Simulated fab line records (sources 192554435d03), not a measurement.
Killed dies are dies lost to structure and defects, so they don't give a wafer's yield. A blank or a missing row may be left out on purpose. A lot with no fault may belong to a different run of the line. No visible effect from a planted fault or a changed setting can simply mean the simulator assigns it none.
Chamber matching | flow n5Finfet | N5_BEOL_M8_CMP_52 on cmp-04 has 4 sister chambers
The step polishes, stops on SiCOH lowk, t overpolish 6.9 s, target thk 80 nm. 8 wafers are shown with their chamber, then 9 later ones without.

WAFERS, EACH WITH ITS CHAMBER
wafer  | chamber | motorCurrentA (A) | timeToEndpointS (s)
L081.2 | 3       | 6.7               | 72
L081.3 | 0       | 5.9               | 67
L084.1 | 1       | 6.8               | 66
L084.4 | 2       | 5.5               | 67
L084.6 | 1       | 6.8               | 66
L091.1 | 3       | 6.5               | 66
L091.4 | 0       | 6.0               | 64
L091.5 | 2       | 5.4               | 61

WAFERS MISSING THEIR CHAMBER
wafer  | motorCurrentA (A) | timeToEndpointS (s)
L094.4 | 5.5               | 60
L094.5 | 5.6               | 62
L094.6 | 6.5               | 66
L096.2 | 5.6               | 67
L096.3 | 6.7               | 68
L096.4 | 6.0               | 62
L095.2 | 5.9               | 56
L095.4 | 6.7               | 62
L095.5 | 6.7               | 59

THE CHAMBER EACH PASSED THROUGH
wafer  | from the rows above     | in truth
L094.4 | 2                       | 2
L094.5 | 2                       | 2
L094.6 | can't be placed: 3 or 1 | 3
L096.2 | 2                       | 2
L096.3 | can't be placed: 3 or 1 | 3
L096.4 | 0                       | 0
L095.2 | 0                       | 0
L095.4 | can't be placed: 1 or 3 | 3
L095.5 | can't be placed: 1 or 3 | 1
Correct placement for 5 of the 9. Can't be placed from these rows: 4 (the true chamber is among the candidates in 4). Placed wrongly: 0.
How it was worked out, from the rows above alone: a wafer's distance from a chamber is the root of the sum, over the readings, of the square of ((its reading less the chamber's mean) divided by the reading's scatter). If the next closest chamber is less than 2 further off than the closest, the wafer can't be placed; otherwise it belongs to the closest. The mean given for a chamber averages the wafers shown for that chamber. How the scatter is found: for the shown wafers, subtract from each reading the mean of its chamber, square and add these, divide the total by (wafers less chambers), then take the root.
